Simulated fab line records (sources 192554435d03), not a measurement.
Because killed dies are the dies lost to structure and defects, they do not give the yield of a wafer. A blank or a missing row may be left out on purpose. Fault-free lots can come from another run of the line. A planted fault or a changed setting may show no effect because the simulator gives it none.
Split-lot experiment | flow n5Finfet | on a route of 1938 steps: 7 lots, 21 wafers read

ON THE SPLIT
At N5_SD_EPI_P_EPI_21 (deposits SiGe:B, time 355 s), the setting tempC was moved away from the recipe's 550 C on 5 of the 21 wafers read, by -0.5% to +0.7%. For the rest of the wafers, this setting stayed at what the recipe calls for.

FROM THE SPLIT TO THE READING: what the file shows between them, 3 steps
- N5_SD_EPI_P_HM_STRIP_48: strips SiNx in H3PO4, material SiNx, target depth 3 nm
- N5_SD_ACTIVATION_RTA_00: time 0 s
- N5_SD_ACTIVATION_LSA_01: time 0.0008 s

THE READING
RS_SD_P (ohm/sq), read at N5_SD_ACTIVATION_RS_MEAS_03 with a four-point probe. A value of 56.2 ohm/sq with a standard deviation of 1.2 ohm/sq is what fault-free wafers of this fab line usually give.

wafer  | tool, chamber at the split | tempC as run, C | against the recipe | RS_SD_P, ohm/sq | against lot-mates on the recipe
L074.1 | epiRpcvd-01, 0             | 550             | recipe             | 55.1            | -
L074.2 | epiRpcvd-01, 0             | 550             | recipe             | 56.5            | -
L074.4 | epiRpcvd-01, 0             | 553.8           | +0.7%              | 50.7            | -5.1
L076.4 | epiRpcvd-02, 0             | 550             | recipe             | 58.1            | -
L076.5 | epiRpcvd-02, 0             | 550             | recipe             | 58.5            | -
L076.6 | epiRpcvd-02, 0             | 550             | recipe             | 56.8            | -
L078.2 | epiRpcvd-02, 0             | 550             | recipe             | 54.3            | -
L078.4 | epiRpcvd-02, 0             | 550             | recipe             | 54.2            | -
L078.6 | epiRpcvd-02, 0             | 550             | recipe             | 54.7            | -
L084.2 | epiRpcvd-02, 0             | 550             | recipe             | 57.0            | -
L084.5 | epiRpcvd-02, 0             | 550             | recipe             | 56.7            | -
L084.6 | epiRpcvd-02, 0             | 550             | recipe             | 57.6            | -
L087.1 | epiRpcvd-02, 0             | 550             | recipe             | 55.5            | -
L087.5 | epiRpcvd-02, 0             | 547.1           | -0.5%              | 59.6            | +3.4
L087.6 | epiRpcvd-02, 0             | 550             | recipe             | 56.9            | -
L090.1 | epiRpcvd-04, 0             | 548             | -0.4%              | 59.0            | +2.9
L090.3 | epiRpcvd-04, 0             | 550             | recipe             | 56.1            | -
L090.6 | epiRpcvd-04, 0             | 548             | -0.4%              | 58.9            | +2.8
L095.2 | epiRpcvd-01, 0             | 550             | recipe             | 56.6            | -
L095.4 | epiRpcvd-01, 0             | 552.6           | +0.5%              | 53.4            | -3.6
L095.6 | epiRpcvd-01, 0             | 550             | recipe             | 57.4            | -

FIT RESULTS
A straight line over all 21 wafers: RS_SD_P changes by -7.16 ohm/sq for each +1% of tempC; r = -0.84; the points scatter about the line by 1.2 ohm/sq.
The same after taking each lot's own level away (the mean of its wafers on the recipe; 21 wafers): -7.31 ohm/sq for each +1%; r = -0.97; scatter 0.5 ohm/sq.
That fit puts the effect of the largest move of tempC on the reading at 5.1 ohm/sq.
From 54.40 to 57.80 ohm/sq: that is the span of the lots' own levels, equal to 2.8 times the standard deviation above.
The two slopes are in agreement: the lot-to-lot level therefore moves the slope only a little.
Check: for one of the wafers moved furthest among these (+0.7%), held out of the fit, the line's prediction against its lot-mates is -5.04 ohm/sq. Against them it came out at -5.1 ohm/sq.

FURTHER SPLITS ON THESE WAFERS
Note: prior to the reading, these wafers also went through further splits. Each is held against what the fit with the lots' levels taken away leaves over:
other split on the same wafers | wafers away from the commonest value | r with RS_SD_P (lot level and that fit taken away)
N5_FIN_CUT_EXPOSE_05 doseMj    | 7                                    | +0.30
N5_DUMMY_GATE_COAT_09 spinRpm  | 9                                    | -0.16

THE WHOLE CHAIN: every reading that the file lists as answering this split, in the file's order
step                        | what it does                 | reading                                                                          | change (the file's fit)              | r (the file's)
N5_SD_EPI_P_EPI_21          | deposits SiGe:B, time 355 s  | SiGe-B_of_SD_EPI_P_EPI_21.thkNm (the simulator's own value, which no gauge read) | +7.53 nm for each +1% of the setting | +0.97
N5_SD_ACTIVATION_RS_MEAS_03 | measures by four-point-probe | RS_SD_P                                                                          | -7.26 for each +1% of the setting    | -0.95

FILE'S OWN FIT
RS_SD_P changes by -7.26 ohm/sq for each +1% of tempC, r = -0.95.
